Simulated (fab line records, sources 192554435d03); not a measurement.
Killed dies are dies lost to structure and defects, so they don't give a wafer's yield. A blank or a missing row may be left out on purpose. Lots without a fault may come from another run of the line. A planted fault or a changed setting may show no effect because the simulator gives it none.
fab line records | flow n5_finfet
record lots=4 wafers=12 last_day=16
route steps=1938 shown BEOL_M8@1368 BEOL_M9@1401 BEOL_M15@1830 PASSIVATION@1936
lots that met no fault: from a run of the same line without faults
start_h: hours from the record's first day to the start of the lot's first wafer shown | wait_h: hours since the lot's step before | " the same as in the row above | L1.1+2: a row that stands for several wafers | - no value, or no start given | * or withheld: withheld | < > ~ a bound
route shown NAME@n: a module of which the file shows steps, and the number in the route of the first | usual: mean/standard deviation of fault-free wafers | same: alike in all rows | chamber/n: place in a boat | sites: the reading at each site | _std_site: their standard deviation | _edge_site: outer sites' mean less inner sites' | radius_mm: how far each site lies from the wafer's centre | mask NAME#n: copy n | behind: the tool/chamber that last shaped the wafer | hold: why the lot was held/for how many hours/how that ended | device: the transistor (n, p or np) that didn't switch | end of line: the same wafers' tests at the end of the route | a step without rows: its recipe alone | killed: dies lost to structure and defects at the first sort, not the wafer's yield | map: a wafer's dies, x killed, . not, _ none there
set.NAME: the setting as run; set.NAME@STEP: as run at that earlier step | model.NAME: the simulator's own value behind a step, which no gauge read
lots at some steps of the route; a table a step, a row a wafer
services: from which hour (start_h, from the record's first day; less than 0 if before it) a tool's chamber was out of use, for how many hours, and why
## steps
# step N5_BEOL_M8_DESCUM_33
# recipe chemistry=O2 time_s=7 source_power_w=50 bias_power_w=20 pressure_mtorr=20 rf_frequency_hz=2.712e+07 temp_c=40 resist=CAR-EUV o2_flow_sccm=225
# step N5_BEOL_M8_ETCH_72
# recipe chemistry=N2/H2 target=underlayer target_depth_a=65 mask_material=CAR-EUV time_s=5.2 ion_energy_ev=200 pressure_mtorr=30 source_w=840 bias_w=150 n2_flow_sccm=200 h2_flow_sccm=200 ends=cleared
# step N5_BEOL_M8_ETCH_65
# recipe chemistry=CF4 target=SiARC target_depth_a=156 mask_material=CAR-EUV time_s=26 ion_energy_ev=80 pressure_mtorr=40 source_w=545 bias_w=36 Ar_flow_sccm=100 cf4_flow_sccm=100 ends=cleared
# step N5_BEOL_M8_ETCH_66
# recipe chemistry=N2/H2 target=SOC target_depth_a=800 overetch_a=160 mask_material=SiARC temp_c=40 time_s=120 ion_energy_ev=200 pressure_mtorr=30 source_w=840 bias_w=150 n2_flow_sccm=200 h2_flow_sccm=200
# step N5_BEOL_M8_STRIP_69
# recipe chemistry=N2/H2 temp_c=40 n2_flow_sccm=200 h2_flow_sccm=200 rf_frequency_hz=6e+07
# step N5_BEOL_M8_STRIP_73
# recipe chemistry=N2/H2 temp_c=40 n2_flow_sccm=200 h2_flow_sccm=200 rf_frequency_hz=6e+07
# step N5_BEOL_M8_VIA_ETCH_34
# recipe chemistry=C4F6/O2 target=SiCOH_lowk target_depth_a=1255 mask_material=SOC taper_deg=4 time_s=50.5 ion_energy_ev=250 pressure_mtorr=30 source_w=345 bias_w=185 Ar_flow_sccm=300 C4F6_flow_sccm=10 O2_flow_sccm=10
# step N5_BEOL_M8_STRIP_76
# recipe chemistry=C4F6/O2 resist=SiARC rf_frequency_hz=6e+07
# step N5_BEOL_M8_STRIP_36
# recipe chemistry=N2/H2 power_w=450 temp_c=40 pressure_mtorr=20 rf_frequency_hz=6e+07 overash_fraction=0.3 bias_power_w=7 h2_frac=0.5 n2_flow_sccm=200 h2_flow_sccm=200
# step N5_BEOL_M8_TRENCH_ETCH_37
# recipe chemistry=C4F6/O2 target_depth_a=934.78 target=SiCOH_lowk time_s=31.2 ion_energy_ev=250 pressure_mtorr=30 source_w=345 bias_w=185 Ar_flow_sccm=300 C4F6_flow_sccm=10 O2_flow_sccm=10
# usual drypump_motor_current_A=5.5/0.47 oes_o_777_au=0.81/0.083 oes_product_au=0.81/0.088 rf_vpp_V=670/18 showerhead_plenum_p_Torr=2.86/0.096 throttle_valve_pct=20.89/0.25
# columns lot.wafer tool chamber start_h wait_h drypump_motor_current_A oes_o_777_au oes_product_au rf_hours_counter_h rf_vpp_V showerhead_plenum_p_Torr throttle_valve_pct model.BEOL_M8.feature_depth_nm model.etch.depth_nm
L627.1 rie_diel-03 1 213.31 - 5.8 0.65 0.66 233 659 2.80 20.69 86 85.97
L627.4 " 3 " " 4.9 0.82 0.92 19 704 3.03 20.77 96.8 96.84
L627.6 " 3 " " 4.9 0.82 0.91 - 705 3.03 20.76 95 95.09
L637.1 rie_diel-03 1 306.71 - 5.8 0.87 0.86 8 659 2.79 20.46 81 81.06
L637.3 " 3 " " 4.9 0.77 0.85 52 704 3.01 20.81 94.6 94.62
L637.5 " 1 " " 5.8 0.88 0.94 - 660 2.79 20.48 93.2 93.17
L638.1 rie_diel-03 1 316.56 - 5.8 0.86 0.85 13 661 2.79 20.47 80.8 80.83
L638.2 " 3 " " 4.8 0.76 0.84 56 705 3.01 20.81 94.4 94.33
L638.4 " 0 " " 5.0 0.81 0.73 90 676 2.86 20.85 82.4 82.44
L641.3 rie_diel-04 3 321.28 - 6.0 0.86 0.83 65 695 2.86 20.83 91.8 91.76
L641.5 " 2 " " 6.2 0.86 0.85 - 663 3.01 20.81 93.2 93.17
L641.6 " 3 " " 6.0 0.86 0.83 - 692 2.86 20.84 92 91.9
# step N5_BEOL_M8_ETCH_41
# recipe chemistry=CH3F/O2 target=SiCN target_depth_a=319 taper_deg=2 time_s=57.8 ion_energy_ev=120 mask_material=TiN pressure_mtorr=30 source_w=395 bias_w=75 Ar_flow_sccm=150 CH3F_flow_sccm=30 O2_flow_sccm=20
# step N5_BEOL_M8_STRIP_80
# recipe chemistry=N2/H2 time_s=10 power_w=450 temp_c=40 pressure_mtorr=20 rf_frequency_hz=6e+07 bias_power_w=7 n2_flow_sccm=200 h2_flow_sccm=200
# step N5_BEOL_M8_OCD_MEAS_38
# usual trench_depth_nm=94.2/1.8
# columns lot.wafer tool chamber start_h wait_h trench_depth_nm
L627.1 ocd-01 - 213.47 - 86.0
L627.4 " - " " 96.8
L627.6 " - " " 95.6
L637.1 ocd-02 - 306.86 - 81.0
L637.3 " - " " 94.8
L637.5 " - " " 93.4
L638.1 ocd-02 - 316.72 - 80.5
L638.2 " - " " 94.8
L638.4 " - " " 82.4
L641.3 ocd-02 - 321.44 - 91.9
L641.5 " - " " 93.4
L641.6 " - " " 91.9
# step N5_BEOL_M8_HM_STRIP_39
# recipe chemistry=peroxide_tin_strip material=TiN target_depth_a=250 temp_c=50 time_s=158
# step N5_BEOL_M8_SRD_40
# recipe time_s=30 temp_c=23 rinse_liquid=diw dry=ipa_marangoni
# step N5_BEOL_M8_PRECLEAN_42
# recipe chemistry=residue_remover time_s=60 temp_c=40
# step N5_BEOL_M8_SRD_43
# recipe time_s=30 temp_c=23 rinse_liquid=diw dry=ipa_marangoni
# step N5_BEOL_M8_CURE_75
# recipe temp_c=370 time_s=120 ambient=DMADMS/He material=SiCOH_lowk
# step N5_BEOL_M8_DEGAS_44
# recipe ambient=vacuum temp_c=250 time_s=60
# step N5_BEOL_M8_PRE_CLEAN_45
# recipe gas=H2/He time_s=30 temp_c=250
# step N5_BEOL_M8_ALD_77
# recipe material=TaN target_thk_a=20 temp_c=275 ald_precursor_family=PDMAT ald_co_reactant=NH3 pressure_torr=3 carrier_flow_sccm=1500 pulse_time_s=2 purge_time_s=3 co_reactant_purge_time_s=2 co_reactant_pulse_time_s=3 ald_cycles=40 precursor_vessel_temp_c=75 precursor_vessel_pressure_torr=26.25 precursor_vessel_carrier_sccm=1000
# step N5_BEOL_M8_SURFACE_TREAT_79
# recipe gas=Ar time_s=* ion_energy_ev=* ion_current_ma_cm2=0.5 pressure_mtorr=* ar_flow_sccm=30
# step N5_BEOL_M8_CVD_78
# recipe material=Co target_thk_a=20 temp_c=withheld precursor=CCTBA/H2 pressure_torr=30 time_s=142.3
# step N5_BEOL_M8_SPUTTER_48
# recipe material=Cu target_thk_a=100 temp_c=-20 bias_v=60 power_w=26000 chamber_pressure_pa=0.13 time_s=1.667
# step N5_BEOL_M8_ECD_50
# recipe material=Cu target_thk_a=3000
# step N5_BEOL_M8_ANNEAL_51
# recipe temp_c=225 time_s=90 ambient=N2
# step N5_BEOL_M8_CMP_52
# recipe stop_on=SiCOH_lowk t_overpolish_s=6.9 down_force_psi=1 platen_rpm=50 clearing_platen_down_force_psi=1.5 clearing_platen_rpm=50 post_cmp_clean=cu_alkaline target_thk_nm=80 clearing_platen_pad_velocity_m_s=0.99484 pad_velocity_m_s=0.99484
# usual barrier_field_endpoint_s=28.8/0.87 motor_current_A=6.2/0.67 overpolish_run_s=6.900/0.0086 platen_rpm=50.00/0.032 retaining_ring_pressure_frac=1.000/0.005 time_to_endpoint_s=61/4.2
# columns lot.wafer tool chamber start_h wait_h barrier_field_endpoint_s motor_current_A overpolish_run_s platen_rpm retaining_ring_pressure_frac time_to_endpoint_s model.Cu_of_BEOL_M8_ECD_50.thk_nm
L627.1 cmp-04 3 216.84 0.3 28.2 5.7 6.902 50.00 1.003 60 72.2
L627.4 " 0 " " 28.6 6.0 6.891 50.00 1.004 62 84.4
L627.6 " 0 " " 29.6 6.0 6.892 49.99 1.004 66 81.4
L637.3 cmp-04 1 309.04 0.2 29.1 6.6 6.891 50.00 1.004 63 80.4
L637.1 " 2 " " 27.8 6.6 6.912 50.02 0.992 60 66.8
L637.5 " 0 " " 28.4 5.8 6.905 49.98 0.998 58 79
L638.4 cmp-02 3 319.96 0.1 29.6 6.5 6.891 50.03 0.994 65 70
L638.1 " 1 " " 27.8 5.9 6.892 50.01 0.997 62 66.6
L638.2 " 2 " " 28.7 5.1 6.905 49.99 1.005 63 80.4
L641.3 cmp-01 2 324.21 0.3 27.6 6.7 6.909 50.01 1.003 60 77.4
L641.5 " 3 " " 29.0 6.5 6.913 49.99 0.998 62 78.8
L641.6 " 0 " " 30.3 5.8 6.895 50.01 1.001 68 78.2
# step N5_BEOL_M8_THK_MEAS_53
# recipe thk_meas_gauge=xrf reads=Cu_of_BEOL_M8_ECD_50
# usual M8_THK=79.2/2.3
# columns lot.wafer tool chamber start_h wait_h M8_THK[nm]
L627.1 film_metro-02 - 217.13 - 71.1
L627.4 " - " " 83.1
L627.6 " - " " 80.3
L637.1 film_metro-01 - 309.26 - 65.1
L637.3 " - " " 78.4
L637.5 " - " " 76.8
L638.1 film_metro-01 - 320.25 - 66.1
L638.2 " - " " 79.8
L638.4 " - " " 69.6
L641.3 film_metro-01 - 324.40 - 75.5
L641.5 " - " " 76.9
L641.6 " - " " 76.6
# step N5_BEOL_M8_PRE_CLEAN_55
# recipe gas=NH3 time_s=15 temp_c=withheld rf_power_w=300
# step N5_BEOL_M8_DEP_56
# recipe material=SiCN target_thk_a=100 temp_c=withheld precursor=3MS/NH3 pressure_torr=3 rf_w=202 time_s=17.5
# step N5_BEOL_M8_RS_MEAS_57
# recipe thk_meas_gauge=four-point-probe reads=Cu_of_BEOL_M8_ECD_50+Co_of_BEOL_M8_CVD_78+TaN_of_BEOL_M8_ALD_77
# usual M8_RS=0.285/0.009
# columns lot.wafer tool chamber start_h wait_h M8_RS[ohm/sq]
L627.1 film_metro-01 - 217.27 0.1 0.323
L627.4 " - " " 0.268
L627.6 " - " " 0.279
L637.1 film_metro-01 - 309.39 0.1 0.355
L637.3 " - " " 0.285
L637.5 " - " " 0.290
L638.1 film_metro-02 - 320.38 0.1 0.356
L638.2 " - " " 0.285
L638.4 " - " " 0.335
L641.3 film_metro-01 - 324.53 0.1 0.297
L641.5 " - " " 0.291
L641.6 " - " " 0.295
# step N5_BEOL_M9_ILD_DEP_00
# recipe material=SiCOH_lowk target_thk_a=3085.1 temp_c=300 precursor=DEMS/porogen pressure_torr=5 rf_w=500 time_s=58
# step N5_BEOL_M9_CURE_71
# recipe temp_c=385 time_s=240 ambient=He/Ar material=SiCOH_lowk
# step N5_BEOL_M9_PECVD_70
# recipe material=SiO2 target_thk_a=200 temp_c=400 precursor=TEOS/O2 pressure_torr=5.5 rf_w=450 teos_flow_sccm=53.8 gas=O2 flow_sccm=3000 time_s=22.7
# step N5_BEOL_M9_HM_DEP_02
# recipe material=TiN target_thk_a=200 temp_c=25 chamber_pressure_pa=0.49996
# step N5_BEOL_M9_COAT_59
# recipe resist=SOC temp_c=250 time_s=60 spin_rpm=1500 resist_thk_nm=100
# step N5_BEOL_M15_RC_MEAS_101
# usual etest_temp_c=25.01/0.11 COMB_M10=1.5e-11/3.2e-12 COMB_M11=1.5e-11/3.6e-12 COMB_M12=6.8e-12/1.4e-12 COMB_M13=4.9e-12/1.1e-12 COMB_M14=3.8e-12/8.6e-13 COMB_M15=2.8e-12/8e-13 COMB_M5=3.7e-11/7.5e-12 COMB_M5_max_site=5.3e-11/1.2e-11 COMB_M6=2.7e-11/5.6e-12 COMB_M7=2.6e-11/5.4e-12 COMB_M8=2.6e-11/5.3e-12 COMB_M8_max_site=3.6e-11/8.4e-12 COMB_M9=1.46e-11/2.9e-12 SERP_M10=3.01/0.078 SERP_M10_max_site=3.11/0.08 SERP_M11=3.11/0.12 SERP_M11_max_site=3.20/0.13 SERP_M12=0.633/0.024 SERP_M13=0.307/0.0083 SERP_M14=0.159/0.006 SERP_M5=39.8/2.2 SERP_M5_max_site=41.6/2.5 SERP_M6=13.5/0.71 SERP_M7=13.8/0.67 SERP_M8=13.8/0.74 SERP_M8_max_site=14.4/0.78 SERP_M9=3.10/0.11 SERP_M9_max_site=3.20/0.11
# columns lot.wafer tool chamber start_h wait_h etest_temp_c COMB_M10[S/m] COMB_M11[S/m] COMB_M12[S/m] COMB_M13[S/m] COMB_M14[S/m] COMB_M15[S/m] COMB_M5[S/m] COMB_M5_max_site[S/m] COMB_M6[S/m] COMB_M7[S/m] COMB_M8[S/m] COMB_M8_max_site[S/m] COMB_M9[S/m] SERP_M10[ohm/um] SERP_M10_max_site[ohm/um] SERP_M11[ohm/um] SERP_M11_max_site[ohm/um] SERP_M12[ohm/um] SERP_M13[ohm/um] SERP_M14[ohm/um] SERP_M5[ohm/um] SERP_M5_max_site[ohm/um] SERP_M6[ohm/um] SERP_M7[ohm/um] SERP_M8[ohm/um] SERP_M8_max_site[ohm/um] SERP_M9[ohm/um] SERP_M9_max_site[ohm/um]
L627.1 prober-01 0 273.51 0.0 25.21 1.4e-11 1.4e-11 8e-12 6.4e-12 4.8e-12 3.2e-12 3.4e-11 5e-11 3.4e-11 2.8e-11 3.4e-11 4.4e-11 1.45e-11 3.02 3.07 3.34 3.39 0.629 0.298 0.168 42.8 44.2 13.8 14.8 14.6 15.5 3.06 3.20
L627.4 " 0 " " 25.22 1.3e-11 1.5e-11 8e-12 4.8e-12 4.2e-12 3.9e-12 4.6e-11 7.9e-11 3.8e-11 2.2e-11 3.1e-11 4.8e-11 1.63e-11 2.84 2.99 3.20 3.26 0.631 0.302 0.155 39.3 40.4 13.5 13.5 12.2 12.9 2.98 3.09
L627.6 " 0 " " 25.06 1.6e-11 1.9e-11 8.5e-12 5.6e-12 4.1e-12 2.6e-12 3.8e-11 5.6e-11 4e-11 2.5e-11 3.3e-11 4.4e-11 1.08e-11 2.89 3.12 3.00 3.07 0.615 0.310 0.156 41.3 42.8 13.5 14.8 13.0 14.0 3.17 3.21
L637.1 prober-02 0 361.89 0.0 24.96 9e-12 1.1e-11 4.7e-12 4.6e-12 3.3e-12 2.2e-12 3.8e-11 6.5e-11 2.8e-11 3e-11 4e-11 5.9e-11 1.58e-11 3.03 3.10 3.02 3.08 0.580 0.299 0.157 39.8 43.6 13.1 12.8 17.5 18.2 3.14 3.27
L637.3 " 0 " " 24.89 1.1e-11 1.3e-11 5.2e-12 3.2e-12 3.2e-12 1.1e-12 3.1e-11 3.9e-11 1.8e-11 2.6e-11 2.6e-11 3.9e-11 1.59e-11 2.89 3.02 3.39 3.44 0.635 0.303 0.169 39.4 40.8 12.6 13.8 12.7 13.3 3.31 3.41
L637.5 " 0 " " 24.92 1e-11 1.2e-11 6.1e-12 5.5e-12 3.9e-12 2.3e-12 2.4e-11 3.1e-11 2e-11 2.7e-11 2.3e-11 3.1e-11 1.33e-11 3.03 3.11 3.04 3.10 0.634 0.307 0.162 42.6 44.0 13.1 14.4 13.4 14.1 3.11 3.14
L638.1 prober-02 0 371.36 0.0 25.00 1.5e-11 1.3e-11 6.3e-12 4e-12 3.2e-12 1.7e-12 2.5e-11 4.8e-11 2.9e-11 2.6e-11 2.2e-11 4.7e-11 1.28e-11 3.07 3.13 2.99 3.11 0.602 0.314 0.162 36.9 38.0 13.1 13.7 17.0 17.7 3.00 3.08
L638.2 " 0 " " 25.02 1.3e-11 1.4e-11 4.9e-12 3.9e-12 3.6e-12 3.2e-12 2.4e-11 3.4e-11 2.9e-11 2e-11 2.9e-11 3.1e-11 1.67e-11 2.92 3.04 3.06 3.12 0.643 0.298 0.153 37.3 39.4 12.3 14.2 14.0 15.2 3.01 3.11
L638.4 " 0 " " 25.03 1.3e-11 1.2e-11 6.4e-12 3.9e-12 2.2e-12 1.6e-12 2.9e-11 3.8e-11 2.7e-11 2.4e-11 1.8e-11 2.7e-11 1.35e-11 2.98 3.13 3.05 3.11 0.621 0.301 0.159 34.4 35.6 12.4 14.5 16.5 17.3 3.16 3.34
L641.3 prober-02 0 377.73 0.3 24.90 1.1e-11 1.1e-11 6e-12 6.2e-12 3.6e-12 2.1e-12 3.3e-11 4.7e-11 2.3e-11 2.2e-11 3.1e-11 3.6e-11 1.14e-11 3.00 3.07 3.11 3.16 0.609 0.305 0.164 36.7 37.7 13.2 12.4 14.1 14.7 3.09 3.18
L641.5 " 0 " " 25.02 1.2e-11 1.4e-11 5.9e-12 4.7e-12 2.8e-12 1.6e-12 3.5e-11 5.1e-11 2.2e-11 2e-11 2.4e-11 3.3e-11 1.74e-11 2.94 3.07 2.91 2.97 0.669 0.304 0.163 38.4 39.0 12.5 13.5 14.4 14.9 3.17 3.35
L641.6 " 0 " " 25.14 1.3e-11 1.4e-11 4.4e-12 5.3e-12 3.6e-12 1.4e-12 3.5e-11 5.3e-11 2.4e-11 2.2e-11 2.4e-11 2.8e-11 9.5e-12 2.94 3.07 2.93 2.97 0.620 0.319 0.156 40.1 41.4 14.0 13.5 14.5 15.0 3.24 3.34
# sites SERP_M8 radius_mm=0,75,75,75,75,140,140,140,140
L627.1 14.7 14.3 14.6 14.5 14.4 15.1 15.5 15.5 14.5
L637.1 16.7 17.3 17.8 17.0 17.4 17.9 17.5 18.2 17.7
L638.1 16.0 17.0 16.8 16.4 16.4 17.1 17.7 17.5 17.0
L641.3 14.0 14.1 14.5 14.5 14.7 13.7 14.3 13.7 14.1
# step N5_PASSIVATION_PROBE_49
# usual defect_limited_yield=91.2/1.4 killed_at_M0_to_M3=34/9.3 killed_at_M4_up=14/5.9 killed_at_contacts=14/5.7 killed_at_front_end=38/10 killed_at_other=4/3.2 killed_dies=104/17 killed_open=67/13 killed_short=33/6.9 sort_bin_5_function=5.2/1 sort_bin_6_memory=3.3/0.61 sort_n_pass=1069/52 sort_yield_pct=91/4.4
# same gross_dies=1180 killed_at_back_side=0 sort_bin_4_leakage[%]=0 sort_bin_8_speed[%]=0
# columns lot.wafer tool chamber start_h wait_h defect_limited_yield[%] killed_at_M0_to_M3 killed_at_M4_up killed_at_contacts killed_at_front_end killed_at_other killed_dies killed_open killed_short sort_bin_5_function[%] sort_bin_6_memory[%] sort_n_pass sort_yield_pct[%]
L627.1 prober-01 - 286.13 0.0 91.4 18 8 23 46 7 102 62 37 5.3 3.2 1078 91
L627.4 prober-01 - 286.28 0.2 93.1 16 9 12 32 12 81 48 29 3.8 2.6 1099 93
L627.6 prober-01 - 286.38 0.3 91.8 36 10 10 36 5 97 63 30 5.2 2.7 1083 92
L637.1 prober-01 - 376.23 0.0 89.1 49 31 12 34 3 129 92 33 7.3 3.5 1051 89
L637.3 prober-01 - 376.33 0.1 90.4 31 32 14 36 0 113 83 24 5.5 3.9 1067 90
L637.5 prober-01 - 376.43 0.2 91.6 22 15 11 47 4 99 66 22 5.3 3.1 1081 92
L638.1 prober-02 - 385.13 0.0 93.1 31 10 10 28 3 82 59 22 3.8 3.0 1098 93
L638.2 prober-02 - 385.18 0.1 92.6 30 12 15 26 4 87 42 39 4.8 2.4 1093 93
L638.4 prober-02 - 385.28 0.2 93.7 26 9 11 23 5 74 48 21 3.6 2.5 1106 94
L641.3 prober-01 - 392.31 0.1 88.3 23 28 20 62 5 138 91 41 7.1 4.2 1042 88
L641.5 prober-01 - 392.41 0.2 89.0 45 13 20 39 13 130 84 36 6.4 4.4 1050 89
L641.6 prober-01 - 392.46 0.3 86.7 46 17 17 70 7 157 100 48 6.9 6.2 1023 87
# killed by level:class
L627.1 MOL_CONTACT_COAG:geometric_particle:open=18 FIN_SAQP:geometric_particle:open=16 FIN_SAQP:geometric_particle:short=15 MOL_CONTACT_COAG:geometric_particle:short=5 BEOL_M0_SAQP:geometric_particle:short=5 MIM_TOP_ETCH:geometric_particle:open=4 DUMMY_GATE:geometric_particle:open=3 BEOL_M1:geometric_particle:short=3
L627.4 FIN_SAQP:geometric_particle:open=14 MOL_CONTACT_COAG:geometric_particle:open=9 FIN_SAQP:geometric_particle:short=7 BEOL_M1:geometric_particle:short=5 BEOL_M1:geometric_particle:open=4 BEOL_M4:geometric_particle:open=4 MIM_TOP_ETCH:geometric_particle:short=4 MOL_CONTACT_COAG:geometric_particle:short=3
L627.6 FIN_SAQP:geometric_particle:open=14 MOL_CONTACT_COAG:geometric_particle:open=10 BEOL_M1:geometric_particle:open=9 FIN_SAQP:geometric_particle:short=7 BEOL_M3:geometric_particle:open=6 ILD0:geometric_particle:short=5 BEOL_M0_SAQP:geometric_particle:open=5 BEOL_M0_SAQP:geometric_particle:short=5
L637.1 BEOL_M2:geometric_particle:open=22 BEOL_M4:geometric_particle:open=16 BEOL_M0_SAQP:geometric_particle:open=13 ILD0:geometric_particle:open=8 MOL_CONTACT_COAG:geometric_particle:open=7 BEOL_M0_SAQP:geometric_particle:short=6 BEOL_M2:geometric_particle:short=6 FIN_SAQP:geometric_particle:open=5
L637.3 BEOL_M4:geometric_particle:open=16 BEOL_M2:geometric_particle:open=16 STI_FIN_REVEAL:geometric_particle:open=8 DUMMY_GATE:geometric_particle:open=7 MOL_CONTACT_COAG:geometric_particle:open=7 FIN_SAQP:geometric_particle:open=6 MOL_CONTACT_COAG:geometric_particle:short=5 ILD0:geometric_particle:short=4
L637.5 FIN_SAQP:geometric_particle:open=23 BEOL_M2:geometric_particle:open=11 MOL_CONTACT_COAG:geometric_particle:open=8 FIN_SAQP:geometric_particle:short=7 GATE_CUT:geometric_particle:short=4 BEOL_M3:geometric_particle:open=4 BEOL_M4:geometric_particle:open=4 STI_FIN_REVEAL:geometric_particle:open=3
L638.1 BEOL_M3:geometric_particle:open=11 MOL_CONTACT_COAG:geometric_particle:open=9 BEOL_M2:geometric_particle:open=9 FIN_SAQP:geometric_particle:open=6 STARTING-WAFER:geometric_particle:short=5 DUMMY_GATE:geometric_particle:open=4 BEOL_M5:geometric_particle:open=4 BEOL_M0_SAQP:geometric_particle:open=3
L638.2 MOL_CONTACT_COAG:geometric_particle:open=9 BEOL_M0_SAQP:geometric_particle:short=8 FIN_SAQP:geometric_particle:short=6 GATE_CUT:geometric_particle:short=6 MOL_CONTACT_COAG:geometric_particle:short=6 BEOL_M0_SAQP:geometric_particle:open=6 BEOL_M1:geometric_particle:open=6 FIN_SAQP:geometric_particle:open=4
L638.4 MOL_CONTACT_COAG:geometric_particle:open=10 BEOL_M2:geometric_particle:open=7 FIN_SAQP:geometric_particle:open=6 BEOL_M0_SAQP:geometric_particle:open=6 BEOL_M0_SAQP:geometric_particle:short=5 PAD_METAL:geometric_particle:open=4 FIN_SAQP:geometric_particle:short=3 STI_FIN_REVEAL:geometric_particle:open=3
L641.3 STI_FIN_REVEAL:geometric_particle:open=18 MOL_CONTACT_COAG:geometric_particle:open=17 BEOL_M4:geometric_particle:open=13 FIN_SAQP:geometric_particle:short=7 FIN_SAQP:geometric_particle:open=7 ILD0:geometric_particle:short=7 ILD0:geometric_particle:open=6 STI_FIN_REVEAL:geometric_particle:short=5
L641.5 MOL_CONTACT_COAG:geometric_particle:open=15 STI_FIN_REVEAL:geometric_particle:open=10 BEOL_M0_SAQP:geometric_particle:open=10 BEOL_M1:geometric_particle:open=9 PASSIVATION:area_etch=9 BEOL_M3:geometric_particle:open=8 STI_FIN_REVEAL:geometric_particle:short=7 BEOL_M0_SAQP:geometric_particle:short=7
L641.6 STI_FIN_REVEAL:geometric_particle:open=21 FIN_SAQP:geometric_particle:open=14 FIN_SAQP:geometric_particle:short=12 BEOL_M1:geometric_particle:open=10 BEOL_M3:geometric_particle:open=10 MOL_CONTACT_COAG:geometric_particle:open=9 BEOL_M0_SAQP:geometric_particle:short=9 MOL_CONTACT_COAG:geometric_particle:short=8
## services
# columns tool chamber start_h hours kind
cmp-02 - 198.67 9.0 repair
rie_diel-03 0 201.11 2.7 repair
cmp-02 - 213.11 2.2 repair
cmp-04 - 214.01 0.5 repair
cmp-01 - 216.58 4.6 pm
cmp-04 - 222.93 2.0 repair
cmp-02 - 224.69 1.6 repair
cmp-01 - 235.07 4.0 pm
cmp-01 - 239.07 - consumable_replace:conditioner
cmp-01 - 239.07 - consumable_replace:pad
cmp-01 - 243.20 0.8 repair
rie_diel-04 2 244.17 16.4 repair
rie_diel-03 1 263.46 - clean
rie_diel-03 1 263.46 - consumable_replace:focus_ring
cmp-04 - 274.33 6.9 pm
cmp-02 - 295.18 1.3 repair
rie_diel-04 0 302.78 - clean
rie_diel-04 0 302.78 - consumable_replace:focus_ring
rie_diel-04 0 302.78 21.6 scheduled_down
rie_diel-04 0 302.78 21.6 vent_cycle
cmp-01 - 305.16 2.4 repair
cmp-02 - 305.50 7.7 pm
## key
first_sign step=N5_BEOL_M8_OCD_MEAS_38 reading=trench_depth_nm direction=down sigmas=7.2 usual=94.2 struck=81.3
effect step=N5_BEOL_M8_THK_MEAS_53 reading=M8_THK direction=down sigmas=5.2 usual=79.2 struck=66.9
effect step=N5_BEOL_M8_RS_MEAS_57 reading=M8_RS direction=up sigmas=7.1 usual=0.285 struck=0.349
effect step=N5_BEOL_M15_RC_MEAS_101 reading=SERP_M8 direction=up sigmas=4.4 usual=13.8 struck=17.0
model_effect step=N5_BEOL_M8_TRENCH_ETCH_37 value=BEOL_M8.feature_depth_nm without=94.07 struck=81.4
model_effect step=N5_BEOL_M8_CMP_52 value=Cu_of_BEOL_M8_ECD_50.thk_nm without=80.33 struck=67.8
met_at N5_BEOL_M8_TRENCH_ETCH_37
struck_wafers L637.1,L638.1,L638.4
onset_between 213.31 306.71
fault kind=process_parameter_drift tool=rie_diel-03 chamber=- onset_h=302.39 steps=N5_BEOL_M8_TRENCH_ETCH_37 channel=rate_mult offset=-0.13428 shape=step end_h=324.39 scope=struck_wafers_only
